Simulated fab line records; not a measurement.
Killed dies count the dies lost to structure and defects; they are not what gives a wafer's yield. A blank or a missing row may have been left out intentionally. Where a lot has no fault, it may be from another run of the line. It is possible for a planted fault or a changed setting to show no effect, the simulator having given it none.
fab line records | flow n5_finfet
record: lots: 5 | wafers: 15 | last_day: 16
route steps=1938 shown ILD0@335 BEOL_M4@1111 PASSIVATION@1936
lots that met no fault: from a run of the same line without faults
start_h: hours from the record's opening day to when the first of the lot's shown wafers began | wait_h: how many hours have passed since the lot's step before this one | " repeats the value in the row above | L1.1+2: several wafers, shown together as one row | - no value, or no start given | * or withheld: withheld | < > ~ a bound
route shown NAME@n: NAME is a module with steps in the file, n the number in the route of the first one | usual: the fault-free wafers' mean and standard deviation | same: alike in all rows | chamber/n: place in a boat | sites: each site's reading | _std_site: standard deviation of those values | _edge_site: inner sites' mean taken away from outer sites' mean | radius_mm: for every site, how far away it sits from the centre of the wafer | mask NAME#n: copy n | behind: tool/chamber where the wafer was last shaped | hold: what put the lot on hold/how long, in hours/how the hold closed | device: whichever transistor did not switch (one of n, p or np) | end of line: at the end of the route, the tests of the same wafers | step lacking rows: just its recipe | killed: at the first sort, the dies lost to defects and structure; wafer yield is something else | map: per-die view of a wafer (x killed, . not killed, _ where there is no die)
set.NAME: the setting that was run; set.NAME@STEP: the one run at that earlier step | model.NAME: the simulator's own value behind a step, which no gauge read
a table for each step, a row for each wafer; lots at some steps of the route
services: from which hour (start_h, from the record's first day; less than 0 if before it) a tool's chamber was out of use, for how many hours, and why
== steps ==
step: N5_ILD0_LINER_00
recipe: material: SiNx | target_thk_a: 40 | temp_c: 400 | ald_precursor_family: SiH2I2 | ald_co_reactant: N2/H2-plasma | pulse_time_s: 1 | purge_time_s: 2 | co_reactant_purge_time_s: 2 | ald_cycles: 80 | pressure_torr: 2
step: N5_ILD0_FCVD_FILL_01
recipe: material: SiO2_flowable | target_thk_a: 2000 | temp_c: 100 | pressure_torr: 0.8 | rf_w: 2000 | time_s: 328.3
step: N5_ILD0_CURE_02
recipe: temp_c: 450 | time_s: 1800 | ambient: steam | idle_temp_c: 400 | ramp_up_c_per_min: 5 | ramp_down_c_per_min: 3 | densification_p_h2o_torr: 640
step: N5_ILD0_CMP_03
recipe: stop_on: SiNx | t_overpolish_s: 1.9 | post_cmp_clean: alkaline_brush | down_force_psi: 4.1491 | platen_rpm: 51.796 | pad_velocity_m_s: 1.0306 | target_thk_nm: 197.38
step: N5_ILD0_CMP_07
recipe: stop_on: poly-Si | material: SiO2_flowable | t_overpolish_s: 1.18 | post_cmp_clean: alkaline_brush | down_force_psi: 4.1491 | platen_rpm: 51.796 | pad_velocity_m_s: 1.0306 | target_thk_nm: 138.88
step: N5_ILD0_PRECLEAN_10
recipe: chemistry: NF3:NH3 | afs_cycles: 5 | time_s: 20 | temp_c: 30 | sublimation_temp_c: 180 | sublimation_time_s: 60 | pressure_torr: 3 | rf_power_w: 30
step: N5_ILD0_ALD_15
recipe: material: SiNx | target_thk_a: 240 | temp_c: 400 | ald_precursor_family: SiH2I2 | ald_co_reactant: N2/H2-plasma | pulse_time_s: 1 | ald_cycles: 480 | purge_time_s: 2 | co_reactant_purge_time_s: 2 | pressure_torr: 2
step: N5_ILD0_CMP_12
recipe: stop_on: poly-Si | material: SiNx | t_overpolish_s: 6 | post_cmp_clean: alkaline_brush | down_force_psi: 2.5 | platen_rpm: 51.8 | pad_velocity_m_s: 1.0307 | target_thk_nm: 17.67
usual: edge_zone_pressure_frac: 1.000/0.0052 | head_pressure_psi: 2.500/0.0051 | motor_current_A: 9.0/0.96 | overpolish_run_s: 6.001/0.0088 | pad_life_wafers: 1158/660 | time_to_endpoint_s: 28/3.5
lot.wafer | tool   | chamber | start_h | wait_h | edge_zone_pressure_frac | head_pressure_psi | motor_current_A | overpolish_run_s | pad_life_wafers | time_to_endpoint_s | model.SiNx_of_ILD0_ALD_15.thk_nm
L848.1    | cmp-02 | 1       | 113.51  | 1.1    | 0.999                   | 2.500             | 9.3             | 6.022            | 1206            | 25                 | 16.6
L848.4    | "      | 3       | "       | "      | 0.995                   | 2.497             | 8.9             | 6.003            | 1208            | 33                 | 17.8
L848.5    | "      | 2       | "       | "      | 0.993                   | 2.497             | 8.8             | 5.995            | -               | 28                 | 17.6
L854.3    | cmp-02 | 1       | 149.92  | 1.1    | -                       | -                 | -               | -                | -               | -                  | 24.2
L854.2    | "      | 0       | "       | "      | -                       | -                 | -               | -                | -               | -                  | 23.8
L854.6    | "      | 1       | "       | "      | -                       | -                 | -               | -                | -               | -                  | 24.2
L855.4    | cmp-02 | 2       | 158.20  | 1.2    | -                       | -                 | -               | -                | -               | -                  | 23.8
L855.1    | "      | 3       | "       | "      | -                       | -                 | -               | -                | -               | -                  | 24
L855.3    | "      | 0       | "       | "      | -                       | -                 | -               | -                | -               | -                  | 24
L856.4    | cmp-03 | 1       | 160.03  | 0.0    | -                       | -                 | -               | -                | -               | -                  | 24
L856.1    | "      | 3       | "       | "      | -                       | -                 | -               | -                | -               | -                  | 24
L856.6    | "      | 1       | "       | "      | -                       | -                 | -               | -                | -               | -                  | 24.2
L857.4    | cmp-03 | 0       | 167.01  | 1.2    | 1.002                   | 2.508             | 7.9             | 6.006            | 793             | 29                 | 16
L857.2    | "      | 1       | "       | "      | 0.995                   | 2.503             | 8.1             | 6.007            | 794             | 25                 | 16.2
L857.6    | "      | 3       | "       | "      | 0.998                   | 2.493             | 10.7            | 6.015            | -               | 27                 | 18.4
step: N5_ILD0_THK_MEAS_13
usual: thk_nm: 17.2/1.6
lot.wafer | tool          | chamber | start_h | wait_h | thk_nm
L848.1    | film_metro-02 | -       | 113.80  | -      | 16.6
L848.4    | "             | -       | "       | "      | 17.7
L848.5    | "             | -       | "       | "      | 17.5
L854.2    | film_metro-02 | -       | 150.22  | 0.1    | 23.9
L854.3    | "             | -       | "       | "      | 24.2
L854.6    | "             | -       | "       | "      | 24.1
L855.1    | film_metro-02 | -       | 158.46  | 0.2    | 24.1
L855.3    | "             | -       | "       | "      | 24.1
L855.4    | "             | -       | "       | "      | 23.8
L856.1    | film_metro-01 | -       | 160.32  | 0.2    | 24.1
L856.4    | "             | -       | "       | "      | 23.9
L856.6    | "             | -       | "       | "      | 24.3
L857.2    | film_metro-02 | -       | 167.27  | -      | 16.2
L857.4    | "             | -       | "       | "      | 16.1
L857.6    | "             | -       | "       | "      | 18.5
step: N5_BEOL_M4_RC_MEAS_101
usual: DIBL_N: 35.9/2.5 | DIBL_P: 36.0/3 | IOFF_N: 0.16/0.047 | IOFF_P: 0.21/0.047 | ION_N: 671/14 | ION_P: 460/8.8 | SS_N: 71.5/0.73 | SS_P: 73.2/0.91 | VT_N: 250/4.3 | VT_P: -251/3.6
lot.wafer | tool      | chamber | start_h | wait_h | DIBL_N[mV/V] | DIBL_P[mV/V] | IOFF_N[nA/um] | IOFF_P[nA/um] | ION_N[uA/um] | ION_P[uA/um] | SS_N[mV/dec] | SS_P[mV/dec] | VT_N[mV] | VT_P[mV]
L848.1    | prober-01 | 0       | 216.97  | 0.0    | 36.4         | 34.5         | 0.14          | 0.18          | 661          | 457          | 71.6         | 73.4         | 252      | -253
L848.4    | "         | 0       | "       | "      | 33.5         | 29.9         | 0.10          | 0.13          | 659          | 446          | 70.9         | 72.2         | 253      | -257
L848.5    | "         | 0       | "       | "      | 39.3         | 37.3         | 0.18          | 0.22          | 674          | 456          | 72.7         | 73.9         | 251      | -253
L857.2    | prober-02 | 0       | 269.22  | 0.2    | 38.0         | 38.8         | 0.18          | 0.25          | 682          | 469          | 71.7         | 74.4         | 246      | -247
L857.4    | "         | 0       | "       | "      | 37.5         | 38.7         | 0.19          | 0.25          | 682          | 469          | 71.1         | 73.8         | 244      | -248
L857.6    | "         | 0       | "       | "      | 34.9         | 35.3         | 0.14          | 0.20          | 682          | 469          | 69.9         | 72.6         | 249      | -249
step: N5_PASSIVATION_PROBE_49
usual: killed_at_M0_to_M3: 34/8.9 | killed_at_M4_up: 13/4.6 | killed_at_contacts: 12/5.5 | killed_at_front_end: 41/11 | killed_at_other: 3.1/2.9 | killed_dies: 102/16 | killed_on_rim: 13/4.2 | killed_open: 66/11 | killed_short: 34/7.6
same: gross_dies: 1180 | killed_at_back_side: 0
lot.wafer | tool      | chamber | start_h | wait_h | killed_at_M0_to_M3 | killed_at_M4_up | killed_at_contacts | killed_at_front_end | killed_at_other | killed_dies | killed_on_rim | killed_open | killed_short
L848.1    | prober-01 | -       | 314.11  | 0.0    | 45                 | 21              | 16                 | 35                  | 5               | 122         | 18            | 79          | 42
L848.4    | prober-01 | -       | 314.26  | 0.2    | 31                 | 11              | 28                 | 63                  | 6               | 139         | 25            | 96          | 35
L848.5    | prober-01 | -       | 314.31  | 0.2    | 37                 | 9               | 24                 | 44                  | 2               | 116         | 12            | 82          | 33
L854.2    | prober-01 | -       | 354.34  | 0.1    | 29                 | 9               | 17                 | 1123                | 2               | 1180        | 152           | 62          | 34
L854.3    | prober-01 | -       | 354.39  | 0.1    | 15                 | 6               | 12                 | 1140                | 7               | 1180        | 152           | 55          | 29
L854.6    | prober-01 | -       | 354.54  | 0.3    | 31                 | 1               | 14                 | 1132                | 2               | 1180        | 152           | 64          | 23
L855.1    | prober-02 | -       | 358.08  | 0.0    | 31                 | 16              | 5                  | 1122                | 6               | 1180        | 152           | 73          | 35
L855.3    | prober-02 | -       | 358.18  | 0.1    | 24                 | 15              | 13                 | 1109                | 19              | 1180        | 152           | 80          | 44
L855.4    | prober-02 | -       | 358.23  | 0.2    | 27                 | 13              | 10                 | 1128                | 2               | 1180        | 152           | 73          | 26
L856.1    | prober-02 | -       | 362.46  | 0.0    | 24                 | 17              | 5                  | 1132                | 2               | 1180        | 152           | 43          | 33
L856.4    | prober-02 | -       | 362.61  | 0.2    | 27                 | 12              | 15                 | 1125                | 1               | 1180        | 152           | 57          | 30
L856.6    | prober-02 | -       | 362.71  | 0.3    | 36                 | 17              | 10                 | 1116                | 1               | 1180        | 152           | 68          | 33
killed by level:class
L848.1 MOL_CONTACT_COAG:geometric_particle:open=15 BEOL_M2:geometric_particle:open=11 BEOL_M3:geometric_particle:open=9 BEOL_M0_SAQP:geometric_particle:short=8 STI_FIN_REVEAL:geometric_particle:open=7 BEOL_M0_SAQP:geometric_particle:open=7 STI_FIN_REVEAL:geometric_particle:short=5 BEOL_M4:geometric_particle:open=4
L848.4 MOL_CONTACT_COAG:geometric_particle:open=19 DUMMY_GATE:geometric_particle:open=14 STI_FIN_REVEAL:geometric_particle:open=12 BEOL_M3:geometric_particle:open=10 FIN_SAQP:geometric_particle:open=9 MOL_CONTACT_COAG:geometric_particle:short=9 FIN_SAQP:geometric_particle:short=7 BEOL_M2:geometric_particle:open=7
L848.5 MOL_CONTACT_COAG:geometric_particle:open=19 STI_FIN_REVEAL:geometric_particle:open=12 BEOL_M1:geometric_particle:open=11 BEOL_M3:geometric_particle:open=9 FIN_SAQP:geometric_particle:short=6 DUMMY_GATE:geometric_particle:open=6 GATE_CUT:geometric_particle:short=5 MOL_CONTACT_COAG:geometric_particle:short=5
L854.2 ILD0:area_cmp=1084 MOL_CONTACT_COAG:geometric_particle:open=13 FIN_SAQP:geometric_particle:short=12 BEOL_M2:geometric_particle:open=7 STI_FIN_REVEAL:geometric_particle:open=6 BEOL_M0:geometric_particle:open=6 BEOL_M3:geometric_particle:open=6 FIN_SAQP:geometric_particle:open=5
L854.3 ILD0:area_cmp=1095 FIN_SAQP:geometric_particle:open=17 STI_FIN_REVEAL:geometric_particle:open=9 MOL_CONTACT_COAG:geometric_particle:open=9 FIN_SAQP:geometric_particle:short=7 BEOL_M0_SAQP:geometric_particle:short=4 BEOL_M3:geometric_particle:open=4 MOL_CONTACT_COAG:geometric_particle:short=3
L854.6 ILD0:area_cmp=1093 STI_FIN_REVEAL:geometric_particle:open=13 BEOL_M3:geometric_particle:open=13 MOL_CONTACT_COAG:geometric_particle:open=12 FIN_SAQP:geometric_particle:open=7 FIN_SAQP:geometric_particle:short=6 BEOL_M0_SAQP:geometric_particle:short=4 BEOL_M0_SAQP:geometric_particle:open=4
L855.1 ILD0:area_cmp=1072 BEOL_M0_SAQP:geometric_particle:short=11 STI_FIN_REVEAL:geometric_particle:open=11 DUMMY_GATE:geometric_particle:open=11 BEOL_M0_SAQP:geometric_particle:open=11 FIN_SAQP:geometric_particle:short=7 STARTING-WAFER:geometric_particle:open=6 STI_FIN_REVEAL:geometric_particle:short=5
L855.3 ILD0:area_cmp=1056 STI_FIN_REVEAL:geometric_particle:open=15 DUMMY_GATE:geometric_particle:open=7 MOL_CONTACT_COAG:geometric_particle:short=7 BEOL_M0_SAQP:geometric_particle:short=7 MOL_CONTACT_COAG:geometric_particle:open=6 BEOL_M3:geometric_particle:open=6 MIM_TOP_ETCH:geometric_particle:open=6
L855.4 ILD0:area_cmp=1081 DUMMY_GATE:geometric_particle:open=15 BEOL_M0_SAQP:geometric_particle:open=10 STI_FIN_REVEAL:geometric_particle:open=8 MOL_CONTACT_COAG:geometric_particle:open=8 GATE_CUT:geometric_particle:short=7 BEOL_M0_SAQP:geometric_particle:short=6 FIN_SAQP:geometric_particle:short=5
L856.1 ILD0:area_cmp=1103 BEOL_M0_SAQP:geometric_particle:open=13 FIN_SAQP:geometric_particle:short=7 GATE_CUT:geometric_particle:short=6 BEOL_M0_SAQP:geometric_particle:short=6 BEOL_M4:geometric_particle:open=6 STI_FIN_REVEAL:geometric_particle:open=5 MOL_CONTACT_COAG:geometric_particle:open=5
L856.4 ILD0:area_cmp=1091 GATE_CUT:geometric_particle:short=12 MOL_CONTACT_COAG:geometric_particle:open=10 BEOL_M3:geometric_particle:open=9 BEOL_M4:geometric_particle:open=7 BEOL_M1:geometric_particle:open=6 BEOL_M0_SAQP:geometric_particle:short=5 FIN_CUT:geometric_particle:open=4
L856.6 ILD0:area_cmp=1078 BEOL_M4:geometric_particle:open=9 BEOL_M3:geometric_particle:open=9 STI_FIN_REVEAL:geometric_particle:open=8 BEOL_M0_SAQP:geometric_particle:short=8 FIN_SAQP:geometric_particle:open=7 DUMMY_GATE:geometric_particle:open=7 MOL_CONTACT_COAG:geometric_particle:open=7
map L854.2 (x killed, . not)
_________________xxxxxxxxxxxx________________
______________xxxxxxxxxxxxxxxxxx_____________
___________xxxxxxxxxxxxxxxxxxxxxxxx__________
__________xxxxxxxxxxxxxxxxxxxxxxxxxx_________
________xxxxxxxxxxxxxxxxxxxxxxxxxxxxxx_______
_______xxxxxxxxxxxxxxxxxxxxxxxxxxxxxxxx______
______xxxxxxxxxxxxxxxxxxxxxxxxxxxxxxxxxx_____
_____xxxxxxxxxxxxxxxxxxxxxxxxxxxxxxxxxxxx____
____xxxxxxxxxxxxxxxxxxxxxxxxxxxxxxxxxxxxxx___
___xxxxxxxxxxxxxxxxxxxxxxxxxxxxxxxxxxxxxxxx__
___xxxxxxxxxxxxxxxxxxxxxxxxxxxxxxxxxxxxxxxx__
__xxxxxxxxxxxxxxxxxxxxxxxxxxxxxxxxxxxxxxxxxx_
__xxxxxxxxxxxxxxxxxxxxxxxxxxxxxxxxxxxxxxxxxx_
_xxxxxxxxxxxxxxxxxxxxxxxxxxxxxxxxxxxxxxxxxxxx
_xxxxxxxxxxxxxxxxxxxxxxxxxxxxxxxxxxxxxxxxxxxx
_xxxxxxxxxxxxxxxxxxxxxxxxxxxxxxxxxxxxxxxxxxxx
_xxxxxxxxxxxxxxxxxxxxxxxxxxxxxxxxxxxxxxxxxxxx
_xxxxxxxxxxxxxxxxxxxxxxxxxxxxxxxxxxxxxxxxxxxx
_xxxxxxxxxxxxxxxxxxxxxxxxxxxxxxxxxxxxxxxxxxxx
_xxxxxxxxxxxxxxxxxxxxxxxxxxxxxxxxxxxxxxxxxxxx
_xxxxxxxxxxxxxxxxxxxxxxxxxxxxxxxxxxxxxxxxxxxx
__xxxxxxxxxxxxxxxxxxxxxxxxxxxxxxxxxxxxxxxxxx_
__xxxxxxxxxxxxxxxxxxxxxxxxxxxxxxxxxxxxxxxxxx_
___xxxxxxxxxxxxxxxxxxxxxxxxxxxxxxxxxxxxxxxx__
___xxxxxxxxxxxxxxxxxxxxxxxxxxxxxxxxxxxxxxxx__
____xxxxxxxxxxxxxxxxxxxxxxxxxxxxxxxxxxxxxx___
_____xxxxxxxxxxxxxxxxxxxxxxxxxxxxxxxxxxxx____
______xxxxxxxxxxxxxxxxxxxxxxxxxxxxxxxxxx_____
_______xxxxxxxxxxxxxxxxxxxxxxxxxxxxxxxx______
________xxxxxxxxxxxxxxxxxxxxxxxxxxxxxx_______
__________xxxxxxxxxxxxxxxxxxxxxxxxxx_________
___________xxxxxxxxxxxxxxxxxxxxxxxx__________
______________xxxxxxxxxxxxxxxxxx_____________
_________________xxxxxxxxxxxx________________
map L855.1 (x killed, . not)
_________________xxxxxxxxxxxx________________
______________xxxxxxxxxxxxxxxxxx_____________
___________xxxxxxxxxxxxxxxxxxxxxxxx__________
__________xxxxxxxxxxxxxxxxxxxxxxxxxx_________
________xxxxxxxxxxxxxxxxxxxxxxxxxxxxxx_______
_______xxxxxxxxxxxxxxxxxxxxxxxxxxxxxxxx______
______xxxxxxxxxxxxxxxxxxxxxxxxxxxxxxxxxx_____
_____xxxxxxxxxxxxxxxxxxxxxxxxxxxxxxxxxxxx____
____xxxxxxxxxxxxxxxxxxxxxxxxxxxxxxxxxxxxxx___
___xxxxxxxxxxxxxxxxxxxxxxxxxxxxxxxxxxxxxxxx__
___xxxxxxxxxxxxxxxxxxxxxxxxxxxxxxxxxxxxxxxx__
__xxxxxxxxxxxxxxxxxxxxxxxxxxxxxxxxxxxxxxxxxx_
__xxxxxxxxxxxxxxxxxxxxxxxxxxxxxxxxxxxxxxxxxx_
_xxxxxxxxxxxxxxxxxxxxxxxxxxxxxxxxxxxxxxxxxxxx
_xxxxxxxxxxxxxxxxxxxxxxxxxxxxxxxxxxxxxxxxxxxx
_xxxxxxxxxxxxxxxxxxxxxxxxxxxxxxxxxxxxxxxxxxxx
_xxxxxxxxxxxxxxxxxxxxxxxxxxxxxxxxxxxxxxxxxxxx
_xxxxxxxxxxxxxxxxxxxxxxxxxxxxxxxxxxxxxxxxxxxx
_xxxxxxxxxxxxxxxxxxxxxxxxxxxxxxxxxxxxxxxxxxxx
_xxxxxxxxxxxxxxxxxxxxxxxxxxxxxxxxxxxxxxxxxxxx
_xxxxxxxxxxxxxxxxxxxxxxxxxxxxxxxxxxxxxxxxxxxx
__xxxxxxxxxxxxxxxxxxxxxxxxxxxxxxxxxxxxxxxxxx_
__xxxxxxxxxxxxxxxxxxxxxxxxxxxxxxxxxxxxxxxxxx_
___xxxxxxxxxxxxxxxxxxxxxxxxxxxxxxxxxxxxxxxx__
___xxxxxxxxxxxxxxxxxxxxxxxxxxxxxxxxxxxxxxxx__
____xxxxxxxxxxxxxxxxxxxxxxxxxxxxxxxxxxxxxx___
_____xxxxxxxxxxxxxxxxxxxxxxxxxxxxxxxxxxxx____
______xxxxxxxxxxxxxxxxxxxxxxxxxxxxxxxxxx_____
_______xxxxxxxxxxxxxxxxxxxxxxxxxxxxxxxx______
________xxxxxxxxxxxxxxxxxxxxxxxxxxxxxx_______
__________xxxxxxxxxxxxxxxxxxxxxxxxxx_________
___________xxxxxxxxxxxxxxxxxxxxxxxx__________
______________xxxxxxxxxxxxxxxxxx_____________
_________________xxxxxxxxxxxx________________
== services ==
tool   | chamber | start_h | hours | kind
cmp-02 | -       | 94.82   | 0.7   | repair
cmp-03 | -       | 109.17  | 2.9   | repair
cmp-03 | -       | 118.77  | 1.5   | repair
cmp-02 | -       | 123.53  | 3.4   | repair
cmp-03 | -       | 142.80  | 0.4   | repair
cmp-03 | -       | 153.91  | 0.3   | repair
== key ==
first_sign: step: N5_ILD0_CMP_12 | reading: tool_record | direction: missing
effect: step: N5_ILD0_THK_MEAS_13 | reading: thk_nm | direction: up | sigmas: 4.3 | usual: * | struck: *
effect: step: N5_PASSIVATION_PROBE_49 | reading: killed_at_front_end | direction: up | sigmas: 94 | usual: 41 | struck: 1125
model_effect: step: N5_ILD0_CMP_12 | value: SiNx_of_ILD0_ALD_15.thk_nm | without: 17.44 | struck: 24.02
more_kills_born_at: N5_ILD0_CMP_12@cmp-02: 6481 | N5_ILD0_CMP_12@cmp-03: 3271
met_at N5_ILD0_CMP_12
struck_wafers L854.2,L854.3,L854.6,L855.1,L855.3,L855.4,L856.1,L856.4,L856.6
later_rows_left_out L854.2,L854.3,L854.6,L855.1,L855.3,L855.4,L856.1,L856.4,L856.6
tester_left_out L854,L855,L856
onset_between 113.51 149.92
fault: kind: skipped_step_whole | tool: cmp-02,cmp-03 | chamber: - | onset_h: 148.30 | steps: N5_ILD0_CMP_12 | scope: struck_lots_only
tester_left_out: of these lots the tester's yield and bins aren't shown, on N5 and GAA mostly nor the transistor test; their killed dies are dies lost to structure and defects alone, not to doping, threshold or leakage, so they don't give the yield
later_rows_left_out: the simulator's readings of these wafers behind a module that went badly wrong aren't trusted and aren't shown, but for the sort
